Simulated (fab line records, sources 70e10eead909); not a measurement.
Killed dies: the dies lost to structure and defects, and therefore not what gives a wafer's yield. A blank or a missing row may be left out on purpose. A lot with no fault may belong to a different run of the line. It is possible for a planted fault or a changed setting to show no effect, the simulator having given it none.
A lot that was struck, set against a sound lot -- flow nandHarc -- 43 steps out of a route of 1159
Sound: wafers L828.1, L828.2, L828.3. Wafers L825.1, L825.2, L825.4 were the ones struck. At the end, the cause is stated.
Each step with rows lists, per side, the tool, then ch with its chambers, then its first start. Under that, the readings that differ: sound wafers -- struck wafers -- difference of the means -- sigmas: that difference in standard deviations of wafers without a fault.
alike: readings whose means differ by less than 2 such deviations, and words and numbers that are the same on both sides. not compared: withheld readings, readings that some wafer has no value for, bounds like >300 that may hide the same value, and numbers for which the record gives no deviation and whose values overlap.
A row with sigmas, a row that says differs or no value, or rows on one side alone: a step with any of these is where the two part. When numbers do not overlap yet have no deviation, they are printed without sigmas and do not part them. A reading that every wafer of one side lacks parts them only if that side has two wafers or more.

NHARC_P_GATE_CD_MEAS_46 targets a cd of 720 nm.
  sound on cdSem-01 ch 0, day 7 17:11; struck on cdSem-02 ch 0, day 6 21:34
  alike: cdNm
then, 3 steps without rows for these wafers: NHARC_P_GATE_HARDBAKE_47 (time 80 s); NHARC_P_GATE_DESCUM_48 (chemistry O2, time 3 s); NHARC_P_GATE_IMPLANT_49.
NHARC_P_GATE_STRIP_111: strips in N2/H2, time 250 s.
  sound on plasmaAsher-02 ch 0,1, day 7 17:43; struck on plasmaAsher-01 ch 0,1, day 6 22:06
  alike: drypumpMotorCurrentA, heaterPowerW
  not compared: rfHoursCounterH
then, 7 steps without rows for these wafers: NHARC_P_GATE_STRIP_75 (strips in O2); NHARC_P_GATE_STRIP_50 (strips in SPM, time 900 s); NHARC_P_GATE_DEHYDRATE_51 (time 120 s); NHARC_P_GATE_HMDS_52 (time 30 s); NHARC_P_GATE_COAT_53; NHARC_P_GATE_SOFTBAKE_54 (time 95 s); NHARC_P_GATE_EBR_55.
NHARC_P_GATE_EXPOSE_56: exposes mask P PSD, target cd 720 nm.
  struck on krfScanner-01, day 6 23:10; sound on krfScanner-02 ch 0, day 7 18:47
  no value came back on the struck wafers for exposureDoseMJCm2, focusOffsetNm (nm); on the sound wafers exposureDoseMJCm2 reads 14.821 14.812 14.828
  alike: mask
then, 2 steps without rows for these wafers: NHARC_P_GATE_PEB_57 (peb time 85 s); NHARC_P_GATE_DEVELOP_58 (time 70 s).
NHARC_P_GATE_CD_MEAS_59 targets a cd of 720 nm.
  sound on cdSem-02 ch 0, day 7 18:56; struck on cdSem-02 ch 0, day 6 23:19
reading,sound,struck,difference,sigmas
cdNm (nm),718.3 719.7 721.9,- - -,no value on the struck wafers,
then, 1 step without rows for these wafers: NHARC_P_GATE_HARDBAKE_60 (time 80 s).
NHARC_P_GATE_DESCUM_61: chemistry O2, time 3 s.
  sound on rieDiel-03 ch 0,1,2, day 7 19:05; struck on rieDiel-02 ch 0,1,3, day 6 23:30
reading,sound,struck,difference,sigmas
rfHoursCounterH (h),44 38 41,30 32 33,-9,
  alike: drypumpMotorCurrentA, oesProductAu, rfVppV, showerheadPlenumPTorr, throttleValvePct
following that, these wafers have no rows for 1 step: NHARC_P_GATE_IMPLANT_62.
NHARC_P_GATE_STRIP_112: strips in N2/H2, time 200 s.
  sound on plasmaAsher-02 ch 0,1, day 7 19:28; struck on plasmaAsher-01 ch 0,1, day 6 23:51
  alike: drypumpMotorCurrentA, heaterPowerW
  not compared: rfHoursCounterH
NHARC_P_GATE_STRIP_76: strips in O2.
  sound on plasmaAsher-02 ch 0,1, day 7 19:43; struck on plasmaAsher-01 ch 0,1, day 7 00:07
  alike: drypumpMotorCurrentA, heaterPowerW
  not compared: rfHoursCounterH
then, 9 steps without rows for these wafers: NHARC_P_GATE_STRIP_63 (strips in SPM, time 900 s); NHARC_P_GATE_DEHYDRATE_83 (time 120 s); NHARC_P_GATE_HMDS_84 (time 30 s); NHARC_P_GATE_COAT_85; NHARC_P_GATE_SOFTBAKE_86 (time 95 s); NHARC_P_GATE_EBR_87; NHARC_P_GATE_EXPOSE_88 (exposes mask P HVN, target cd 2000 nm); NHARC_P_GATE_PEB_89 (peb time 85 s); NHARC_P_GATE_DEVELOP_90 (time 70 s).
NHARC_P_GATE_CD_MEAS_91 targets a cd of 2000 nm.
  sound on cdSem-03 ch 0, day 7 20:39; struck on cdSem-02 ch 0, day 7 00:55
  alike: cdNm
then, 4 steps without rows for these wafers: NHARC_P_GATE_HARDBAKE_92 (time 80 s); NHARC_P_GATE_DESCUM_93 (chemistry O2, time 3 s); NHARC_P_GATE_IMPLANT_94; NHARC_P_GATE_STRIP_113 (strips in N2/H2, time 740 s).
NHARC_P_GATE_STRIP_95: strips in O2.
  sound on plasmaAsher-02 ch 0,1, day 7 21:53; struck on plasmaAsher-01 ch 0,1, day 7 02:10
  alike: drypumpMotorCurrentA, heaterPowerW
  not compared: rfHoursCounterH
then, 6 steps without rows for these wafers: NHARC_P_GATE_STRIP_96 (strips in SPM, time 900 s); NHARC_P_GATE_RTA_64 (time 1 s); NHARC_P_GATE_ETCH_77 (etches SiO2 in dHF, target depth 6 nm); NHARC_P_GATE_DEGAS_109 (time 60 s); NHARC_P_GATE_PRE_CLEAN_110 (time 30 s); NHARC_P_GATE_SPUTTER_78 (material Ni, target thk 10 nm).
-- the record jumps here: 14 days lie between the struck wafers' starts before and after (it left off in module P_GATE and takes up again in module END, whose first step shown is number 1159 of the route) --
NHARC_END_SORT_01:
  sound on prober-02 ch 0, day 21 19:07; struck on prober-01 ch 0, day 21 02:01
reading,sound,struck,difference,sigmas
killedAtPeriphery,2 3 0,651 650 648,+648,+99 or more
killedDies,50 40 42,677 677 677,+633,+58
  alike: killedAtArray, killedAtOther, killedOpen, killedShort

## WHERE THEY PART
First at NHARC_P_GATE_EXPOSE_56; last, within this record, at NHARC_END_SORT_01.

WHY: whatever the simulator had introduced
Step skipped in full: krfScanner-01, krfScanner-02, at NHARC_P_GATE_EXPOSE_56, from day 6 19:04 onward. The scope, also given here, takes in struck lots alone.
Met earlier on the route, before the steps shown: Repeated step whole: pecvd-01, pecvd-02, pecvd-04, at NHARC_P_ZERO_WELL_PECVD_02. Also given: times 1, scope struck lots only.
